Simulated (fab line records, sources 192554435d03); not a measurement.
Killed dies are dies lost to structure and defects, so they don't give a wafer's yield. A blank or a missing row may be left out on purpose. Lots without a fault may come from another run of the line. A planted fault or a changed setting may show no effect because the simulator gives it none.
A struck lot beside a sound one | flow n5_finfet | 37 steps out of a route of 1938
Sound: wafers L487.2, L487.3, L487.4. Struck: wafer L475.1. (L475.4, L475.6 of the same lot were not struck and are left out.) The cause comes at the end.
At each step with rows: each side's tool, then ch and its chambers, then its first start. Under that, the readings that differ: sound wafers | struck wafers | difference of the means | sigmas: that difference in standard deviations of wafers without a fault.
alike: readings whose means differ by less than 2 such deviations, and words and numbers that are the same on both sides. not compared: withheld readings, readings that some wafer has no value for, bounds like >300 that may hide the same value, and numbers for which the record gives no deviation and whose values overlap.
The two part at a step that has a row with sigmas, a row that says differs or no value, or rows on one side only. Numbers that don't overlap but have no deviation are shown without sigmas and don't part them. A reading that every wafer of one side lacks parts them only if that side has two wafers or more.

first, 9 steps without rows for these wafers: N5_BEOL_M8_DESCUM_33 (chemistry O2, time 7 s); N5_BEOL_M8_ETCH_72 (etches underlayer in N2/H2, target depth 6.5 nm, time 5.2 s); N5_BEOL_M8_ETCH_65 (etches SiARC in CF4, target depth 15.6 nm, time 26 s); N5_BEOL_M8_ETCH_66 (etches SOC in N2/H2, target depth 80 nm, overetch 16 nm, time 120 s); N5_BEOL_M8_STRIP_69 (strips in N2/H2); N5_BEOL_M8_STRIP_73 (strips in N2/H2); N5_BEOL_M8_VIA_ETCH_34 (etches SiCOH lowk in C4F6/O2, target depth 125.5 nm, time 50.5 s); N5_BEOL_M8_STRIP_76 (strips in C4F6/O2); N5_BEOL_M8_STRIP_36 (strips in N2/H2).
N5_BEOL_M8_TRENCH_ETCH_37: etches SiCOH lowk in C4F6/O2, target depth 93.478 nm, time 31.2 s.
  sound on rie_diel-02 ch 0,1,3, day 16 16:26; struck on rie_diel-02 ch 3, day 12 11:40
  reading                                    | sound             | struck | difference | sigmas
  rf_hours_counter_h (h)                     | 3 20 45           | 245    | +222       |
  showerhead_plenum_p_Torr (Torr)            | 3.01 3.01 3.03    | 2.68   | -0.34      | -3
  model.BEOL_M8.feature_depth_nm (nm)        | 95.8 96 92.2      | 125.6  | +30.9      |
  model.etch.depth_nm (nm)                   | 95.88 96.09 92.27 | 125.7  | +31.0      |
  model.TiN_of_BEOL_M8_HM_DEP_02.thk_nm (nm) | 17.6 17.4 17.4    | 16.4   | -1.1       |
  alike: chamber_pressure_mTorr, drypump_motor_current_A, oes_product_au, rf_vpp_V, throttle_valve_pct
then, 2 steps without rows for these wafers: N5_BEOL_M8_ETCH_41 (etches SiCN in CH3F/O2, target depth 31.9 nm, time 57.8 s); N5_BEOL_M8_STRIP_80 (strips in N2/H2, time 10 s).
N5_BEOL_M8_OCD_MEAS_38:
  sound on ocd-01, day 16 16:35; struck on ocd-01, day 12 11:50
  reading              | sound          | struck | difference | sigmas
  trench_depth_nm (nm) | 95.9 96.2 92.4 | 125.4  | +30.6      | +17
then, 13 steps without rows for these wafers: N5_BEOL_M8_HM_STRIP_39 (strips TiN in peroxide tin strip, target depth 25 nm, time 158 s); N5_BEOL_M8_SRD_40 (time 30 s); N5_BEOL_M8_PRECLEAN_42 (cleans in residue remover, time 60 s); N5_BEOL_M8_SRD_43 (time 30 s); N5_BEOL_M8_CURE_75 (cures SiCOH lowk, time 120 s); N5_BEOL_M8_DEGAS_44 (time 60 s); N5_BEOL_M8_PRE_CLEAN_45 (time 30 s); N5_BEOL_M8_ALD_77 (deposits TaN, target thk 2 nm, pulse time 2 s, purge time 3 s); N5_BEOL_M8_SURFACE_TREAT_79; N5_BEOL_M8_CVD_78 (deposits Co from CCTBA/H2, target thk 2 nm, time 142.3 s); N5_BEOL_M8_SPUTTER_48 (material Cu, target thk 10 nm, time 1.667 s); N5_BEOL_M8_ECD_50 (material Cu, target thk 300 nm); N5_BEOL_M8_ANNEAL_51 (time 90 s).
N5_BEOL_M8_CMP_52: polishes, stops on SiCOH lowk, t overpolish 6.9 s, target thk 80 nm.
  sound on cmp-02 ch 1,2,3, day 16 21:08; struck on cmp-01 ch 3, day 12 13:45
  reading                                | sound        | struck | difference | sigmas
  model.Cu_of_BEOL_M8_ECD_50.thk_nm (nm) | 83.6 82 78.8 | 115.8  | +34.3      |
  alike: clearing_platen_rpm, motor_current_A, retaining_ring_pressure_frac
N5_BEOL_M8_THK_MEAS_53: measures by xrf.
  sound on film_metro-02, day 16 21:25; struck on film_metro-01, day 12 14:00
  reading     | sound          | struck | difference | sigmas
  M8_THK (nm) | 83.5 81.5 78.1 | 115.9  | +34.9      | +17
then, 2 steps without rows for these wafers: N5_BEOL_M8_PRE_CLEAN_55 (time 15 s); N5_BEOL_M8_DEP_56 (deposits SiCN from 3MS/NH3, target thk 10 nm, time 17.5 s).
N5_BEOL_M8_RS_MEAS_57: measures by four-point-probe.
  sound on film_metro-01, day 16 21:34; struck on film_metro-02, day 12 14:08
  reading        | sound             | struck | difference | sigmas
  M8_RS (ohm/sq) | 0.272 0.278 0.292 | 0.187  | -0.094     | -11
then, 5 steps without rows for these wafers: N5_BEOL_M9_ILD_DEP_00 (deposits SiCOH lowk from DEMS/porogen, target thk 308.51 nm, time 58 s); N5_BEOL_M9_CURE_71 (cures SiCOH lowk, time 240 s); N5_BEOL_M9_PECVD_70 (deposits SiO2 from TEOS/O2, target thk 20 nm, time 22.7 s); N5_BEOL_M9_HM_DEP_02 (deposits TiN, target thk 20 nm); N5_BEOL_M9_COAT_59 (time 60 s, resist thk 100 nm).
-- the record jumps here: 2 days lie between the struck wafers' starts before and after (it left off in module BEOL_M9 and takes up again in module BEOL_M15, whose first step shown is number 1830 of the route) --
N5_BEOL_M15_RC_MEAS_101:
  sound on prober-01 ch 0, day 18 16:46; struck on prober-02 ch 0, day 14 15:46
  reading                   | sound                   | struck  | difference | sigmas
  COMB_M15 (S/m)            | 3.3e-12 2.2e-12 2.6e-12 | 1.2e-12 | -1.5e-12   | -2
  COMB_M7 (S/m)             | 1.7e-11 2.5e-11 2.3e-11 | 4.4e-11 | +2.2e-11   | +4
  COMB_M7_max_site (S/m)    | 2.3e-11 3.3e-11 3e-11   | 5.5e-11 | +2.6e-11   | +3
  SERP_M6 (ohm/um)          | 15.2 14.4 14.6          | 13.5    | -1.2       | -2
  SERP_M8 (ohm/um)          | 13.2 13.9 14.0          | 8.8     | -4.9       | -9
  SERP_M8_max_site (ohm/um) | 13.7 14.6 14.7          | 9.1     | -5.2       | -10
  alike: COMB_M10, COMB_M11, COMB_M11_max_site, COMB_M12, COMB_M13, COMB_M14, COMB_M5, COMB_M6, COMB_M9, COMB_M9_max_site, SERP_M10, SERP_M11, SERP_M12, SERP_M13, SERP_M14, SERP_M14_max_site, SERP_M5, SERP_M7, SERP_M9

WHERE THEY PART
First at N5_BEOL_M8_TRENCH_ETCH_37; last, within this record, at N5_BEOL_M15_RC_MEAS_101.

WHY: what the simulator had put in
Process parameter drift: rie_diel-02, from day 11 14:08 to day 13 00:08, at N5_BEOL_M8_TRENCH_ETCH_37. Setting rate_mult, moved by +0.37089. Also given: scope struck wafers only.
